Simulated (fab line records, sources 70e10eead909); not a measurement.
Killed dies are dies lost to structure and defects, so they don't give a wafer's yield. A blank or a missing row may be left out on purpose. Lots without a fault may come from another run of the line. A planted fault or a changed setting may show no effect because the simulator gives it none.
Which tool did it? | flow nand_harc | 24 lots, 72 wafers sampled, at 5 steps of a route of 1302

WHAT THE GAUGES READ, wafer by wafer
NHARC_P_M1_THK_MEAS_24: measures by xrf.
lot  | measured     | on            | thk_nm (nm)
L074 | day 6 10:10  | film_metro-02 | 158.3 159.0 157.4
L075 | day 6 15:46  | film_metro-01 | 157.9 157.6 158.1
L076 | day 7 07:24  | film_metro-01 | 159.5 156.3 157.3
L077 | day 7 16:59  | film_metro-02 | 155.7 156.7 156.0
L078 | day 8 02:12  | film_metro-01 | 157.1 155.8 159.5
L079 | day 8 09:08  | film_metro-02 | 160.0 158.8 156.5
L080 | day 8 20:49  | film_metro-02 | 158.4 159.7 160.2
L081 | day 9 12:56  | film_metro-02 | 158.1 156.9 156.7
L082 | day 9 13:14  | film_metro-02 | 158.3 157.6 157.6
L083 | day 10 01:37 | film_metro-02 | 158.4 155.9 155.9
L084 | day 10 07:48 | film_metro-01 | 158.0 156.0 158.5
L085 | day 11 01:59 | film_metro-02 | 155.6 159.5 158.9
L086 | day 11 02:55 | film_metro-02 | 159.8 159.3 157.6
L087 | day 11 21:05 | film_metro-01 | 155.9 158.1 157.5
L089 | day 12 11:31 | film_metro-01 | 153.8 155.1 155.7
L088 | day 12 12:04 | film_metro-01 | 155.7 157.8 154.6
L090 | day 13 03:43 | film_metro-02 | 154.4 156.5 155.6
L091 | day 13 08:56 | film_metro-01 | 160.0 160.8 154.0
L092 | day 13 15:53 | film_metro-02 | 158.2 157.8 157.1
L093 | day 14 10:35 | film_metro-02 | 156.2 156.3 156.0
L094 | day 14 15:19 | film_metro-02 | 158.6 157.5 157.5
L095 | day 14 23:25 | film_metro-02 | 157.7 157.5 158.9
L096 | day 15 13:07 | film_metro-01 | 159.6 156.1 156.9
L097 | day 16 07:01 | film_metro-02 | 158.0 159.0 157.3

NHARC_P_M2_CD_MEAS_16.
lot  | measured     | on        | cd_nm (nm)
L074 | day 6 12:12  | cd_sem-02 | 169.5 169.5 169.3
L075 | day 6 17:49  | cd_sem-01 | 169.1 169.1 168.6
L076 | day 7 09:19  | cd_sem-03 | 169.3 169.0 169.4
L077 | day 7 19:02  | cd_sem-02 | 169.7 170.0 169.4
L078 | day 8 04:13  | cd_sem-01 | 169.6 169.1 169.0
L079 | day 8 11:10  | cd_sem-02 | 169.8 169.7 169.4
L080 | day 8 22:45  | cd_sem-02 | 169.6 170.0 170.2
L081 | day 9 14:58  | cd_sem-03 | 170.0 169.2 169.8
L082 | day 9 15:16  | cd_sem-03 | 169.9 170.3 169.4
L083 | day 10 03:40 | cd_sem-01 | 169.7 170.0 170.0
L084 | day 10 09:43 | cd_sem-01 | 168.8 170.0 170.5
L085 | day 11 04:10 | cd_sem-02 | 169.6 170.0 170.3
L086 | day 11 04:50 | cd_sem-03 | 168.8 169.6 168.5
L087 | day 11 23:08 | cd_sem-03 | 169.5 170.6 169.8
L089 | day 12 13:39 | cd_sem-03 | 170.4 170.6 168.7
L088 | day 12 13:59 | cd_sem-01 | 169.3 169.0 169.4
L090 | day 13 05:44 | cd_sem-03 | 170.0 169.3 170.0
L091 | day 13 11:00 | cd_sem-03 | 170.6 170.2 171.6
L092 | day 13 17:48 | cd_sem-03 | 169.6 169.9 169.5
L093 | day 14 13:04 | cd_sem-02 | 169.8 169.7 169.2
L094 | day 14 17:23 | cd_sem-03 | 168.7 169.3 169.4
L095 | day 15 01:28 | cd_sem-02 | 169.9 169.4 169.7
L096 | day 15 15:01 | cd_sem-03 | 169.6 170.2 169.5
L097 | day 16 09:04 | cd_sem-02 | 169.3 169.9 170.2

WHICH TOOL RAN EACH LOT (tool, then ch and the chambers of the sampled wafers, then the start)
lot  | NHARC_P_M1_ETCH_28                            | NHARC_P_M1_ANNEAL_31             | NHARC_P_M1_CMP_23
L074 | rie_diel-08 ch 1,3, day 6 09:33 or earlier    | rtp_anneal-02 ch 0, day 6 09:33  | cmp-01 ch 1,2, day 6 09:50
L075 | rie_diel-12 ch 0,2, day 6 15:06 or earlier    | rtp_anneal-01 ch 0, day 6 15:06  | cmp-04 ch 0,1,2, day 6 15:27
L076 | rie_diel-12 ch 0,1,2, day 7 06:44 or earlier  | rtp_anneal-02 ch 0, day 7 06:44  | cmp-03 ch 0,1,2, day 7 07:05
L077 | rie_diel-08 ch 1,2, day 7 16:26 or earlier    | rtp_anneal-02 ch 0, day 7 16:26  | cmp-03 ch 0,1,2, day 7 16:42
L078 | rie_diel-12 ch 1,2,3, day 8 01:32 or earlier  | rtp_anneal-02 ch 0, day 8 01:32  | cmp-04 ch 0,2, day 8 01:53
L079 | rie_diel-08 ch 0,2,3, day 8 08:28 or earlier  | rtp_anneal-01 ch 0, day 8 08:28  | cmp-01 ch 1,2,3, day 8 08:49
L080 | rie_diel-12 ch 0,2,3, day 8 20:19 or earlier  | rtp_anneal-02 ch 0, day 8 20:19  | cmp-03 ch 0,1,2, day 8 20:34
L081 | rie_diel-10 ch 0,1,3, day 9 12:19 or earlier  | rtp_anneal-02 ch 0, day 9 12:19  | cmp-04 ch 0,1,3, day 9 12:42
L082 | rie_diel-08 ch 1,2,3, day 9 12:35 or earlier  | rtp_anneal-02 ch 0, day 9 12:35  | cmp-01 ch 0,1,3, day 9 12:57
L083 | rie_diel-08 ch 0,1,3, day 10 01:01 or earlier | rtp_anneal-02 ch 0, day 10 01:01 | cmp-04 ch 0,1,3, day 10 01:19
L084 | rie_diel-12 ch 0,2, day 10 07:09 or earlier   | rtp_anneal-02 ch 0, day 10 07:09 | cmp-01 ch 2,3, day 10 07:31
L085 | rie_diel-08 ch 0,2,3, day 11 01:23 or earlier | rtp_anneal-02 ch 0, day 11 01:23 | cmp-04 ch 0,3, day 11 01:41
L086 | rie_diel-08 ch 0,3, day 11 02:22 or earlier   | rtp_anneal-02 ch 0, day 11 02:22 | cmp-01 ch 1,2,3, day 11 02:38
L087 | rie_diel-10 ch 1,3, day 11 20:28 or earlier   | rtp_anneal-01 ch 0, day 11 20:28 | cmp-01 ch 2,3, day 11 20:46
L089 | rie_diel-08 ch 0,1,2, day 12 10:50 or earlier | rtp_anneal-01 ch 0, day 12 10:50 | cmp-04 ch 0,1,3, day 12 11:11
L088 | rie_diel-08 ch 0,2,3, day 12 11:24 or earlier | rtp_anneal-02 ch 0, day 12 11:24 | cmp-04 ch 0,3, day 12 11:45
L090 | rie_diel-12 ch 1,2,3, day 13 03:04 or earlier | rtp_anneal-01 ch 0, day 13 03:04 | cmp-04 ch 0,1,2, day 13 03:29
L091 | rie_diel-12 ch 0,1, day 13 08:23 or earlier   | rtp_anneal-02 ch 0, day 13 08:23 | cmp-03 ch 0,1,3, day 13 08:37
L092 | rie_diel-08 ch 0,1, day 13 15:13 or earlier   | rtp_anneal-01 ch 0, day 13 15:13 | cmp-03 ch 0,3, day 13 15:34
L093 | rie_diel-10 ch 1,2, day 14 10:02 or earlier   | rtp_anneal-01 ch 0, day 14 10:02 | cmp-03 ch 0,1,3, day 14 10:20
L094 | rie_diel-12 ch 1,2,3, day 14 14:49 or earlier | rtp_anneal-01 ch 0, day 14 14:49 | cmp-04 ch 2,3, day 14 15:00
L095 | rie_diel-08 ch 0,3, day 14 22:46 or earlier   | rtp_anneal-02 ch 0, day 14 22:46 | cmp-01 ch 0,1,2, day 14 23:09
L096 | rie_diel-10 ch 0,1,2, day 15 12:27 or earlier | rtp_anneal-01 ch 0, day 15 12:27 | cmp-01 ch 0,2,3, day 15 12:48
L097 | rie_diel-08 ch 2,3, day 16 06:25 or earlier   | rtp_anneal-01 ch 0, day 16 06:25 | cmp-04 ch 0,1,3, day 16 06:44
- NHARC_P_M1_ETCH_28: etches the open film in CF4/N2, target depth 30 nm, time 72.99 s.
- NHARC_P_M1_ANNEAL_31: time 90 s.
- NHARC_P_M1_CMP_23: polishes, t overpolish 20 s, target thk 157.82 nm.

WHAT THE TOOLS THEMSELVES READ (means of the sampled wafers that have a number; where no wafer has one, the mark that the record gives instead)
NHARC_P_M1_ETCH_28.
lot  | tool        | drypump_motor_current_A (A) | oes_product_au (a.u.) | rf_vpp_V (V) | showerhead_plenum_p_Torr (Torr) | throttle_valve_pct (%)
L074 | rie_diel-08 | 6.2                         | 1.003                 | 316.1        | 2.75                            | 19.788
L075 | rie_diel-12 | 5.5                         | 0.998                 | 313.7        | 2.54                            | 19.793
L076 | rie_diel-12 | 5.9                         | 1.001                 | 313.1        | 2.57                            | 19.796
L077 | rie_diel-08 | 6.2                         | 1.011                 | 313.8        | 2.60                            | 19.796
L078 | rie_diel-12 | 5.6                         | 1.004                 | 311.8        | 2.53                            | 19.794
L079 | rie_diel-08 | 5.9                         | 1.006                 | 313.7        | 2.62                            | 19.795
L080 | rie_diel-12 | 5.4                         | 1.005                 | 311.5        | 2.51                            | 19.794
L081 | rie_diel-10 | 5.6                         | 1.004                 | 314.0        | 2.59                            | 19.799
L082 | rie_diel-08 | 6.2                         | 0.994                 | 315.6        | 2.68                            | 19.790
L083 | rie_diel-08 | 6.2                         | 0.990                 | 314.2        | 2.64                            | 19.796
L084 | rie_diel-12 | 5.4                         | 1.007                 | 312.3        | 2.54                            | 19.794
L085 | rie_diel-08 | 5.9                         | 0.994                 | 314.1        | 2.62                            | 19.794
L086 | rie_diel-08 | 5.9                         | 0.993                 | 315.4        | 2.69                            | 19.796
L087 | rie_diel-10 | 5.5                         | 1.010                 | 312.2        | 2.55                            | 19.803
L089 | rie_diel-08 | 6.2                         | 0.993                 | 313.3        | 2.57                            | 19.802
L088 | rie_diel-08 | 5.9                         | 0.990                 | 314.0        | 2.62                            | 19.799
L090 | rie_diel-12 | 5.6                         | 0.994                 | 312.1        | 2.53                            | 19.791
L091 | rie_diel-12 | 6.2                         | 1.010                 | 312.8        | 2.58                            | 19.796
L092 | rie_diel-08 | 6.1                         | 0.991                 | 312.2        | 2.53                            | 19.795
L093 | rie_diel-10 | 5.4                         | 1.002                 | 312.7        | 2.53                            | 19.797
L094 | rie_diel-12 | 5.6                         | 0.997                 | 312.2        | 2.53                            | 19.798
L095 | rie_diel-08 | 5.8                         | 0.994                 | 313.4        | 2.58                            | 19.786
L096 | rie_diel-10 | 5.8                         | 1.005                 | 313.4        | 2.56                            | 19.790
L097 | rie_diel-08 | 5.9                         | 0.998                 | 315.5        | 2.73                            | 19.790

NHARC_P_M1_ANNEAL_31.
lot  | tool          | wafer_temp_C_max
L074 | rtp_anneal-02 | 226.56
L075 | rtp_anneal-01 | 226.14
L076 | rtp_anneal-02 | 226.32
L077 | rtp_anneal-02 | 226.13
L078 | rtp_anneal-02 | 225.95
L079 | rtp_anneal-01 | 225.93
L080 | rtp_anneal-02 | 226.14
L081 | rtp_anneal-02 | 226.49
L082 | rtp_anneal-02 | 226.27
L083 | rtp_anneal-02 | 226.33
L084 | rtp_anneal-02 | 226.41
L085 | rtp_anneal-02 | 226.32
L086 | rtp_anneal-02 | 226.36
L087 | rtp_anneal-01 | 226.44
L089 | rtp_anneal-01 | 226.06
L088 | rtp_anneal-02 | 226.42
L090 | rtp_anneal-01 | 226.07
L091 | rtp_anneal-02 | 226.78
L092 | rtp_anneal-01 | 226.50
L093 | rtp_anneal-01 | 226.38
L094 | rtp_anneal-01 | 226.16
L095 | rtp_anneal-02 | 226.34
L096 | rtp_anneal-01 | 226.35
L097 | rtp_anneal-01 | 226.05

NHARC_P_M1_CMP_23.
lot  | tool   | motor_current_A (A) | time_to_endpoint_s (s)
L074 | cmp-01 | 13.3                | 30.6
L075 | cmp-04 | 12.3                | 27.6
L076 | cmp-03 | 10.4                | 29.3
L077 | cmp-03 | 10.7                | 28.5
L078 | cmp-04 | 12.1                | 25.8
L079 | cmp-01 | 13.1                | 28.6
L080 | cmp-03 | 10.5                | 28.3
L081 | cmp-04 | 12.5                | 25.6
L082 | cmp-01 | 13.0                | 29.7
L083 | cmp-04 | 12.0                | 29.9
L084 | cmp-01 | 13.0                | 27.1
L085 | cmp-04 | 12.1                | 28.0
L086 | cmp-01 | 12.9                | 29.9
L087 | cmp-01 | 12.5                | 27.7
L089 | cmp-04 | 12.4                | 24.7
L088 | cmp-04 | 12.0                | 29.7
L090 | cmp-04 | 11.9                | 24.1
L091 | cmp-03 | 10.9                | 28.2
L092 | cmp-03 | 11.4                | 25.8
L093 | cmp-03 | 10.8                | 25.9
L094 | cmp-04 | 12.0                | 29.9
L095 | cmp-01 | 13.1                | 28.1
L096 | cmp-01 | 13.1                | 29.5
L097 | cmp-04 | 12.3                | 28.6

THE ANSWER, worked out from the rows above alone
Rule: what is usual is taken from the lots themselves. Put in order of their means at a reading, lots are off if they are a third of the lots or fewer, leave a main group of 4 or more, and stand apart from it by a gap of 3 or more times the standard deviation of the main group's means; of several such gaps the widest counts. A main group whose means are all the same, to the digits that the tables above print for the reading, isn't used. A lot without any number at a reading at which 4 lots or more have one is off too. The other lots that the step has rows for count as sound. The gauges are gone through in route order, then the tools' own readings, and for those a lot's mean is taken as printed above. The first step at which some lot is off is used, and at that step the reading that is off furthest; a lot without a number counts as furthest.
No lot is off at any reading shown: from this, nothing can be told.

WHAT THE SIMULATOR HAD PUT IN
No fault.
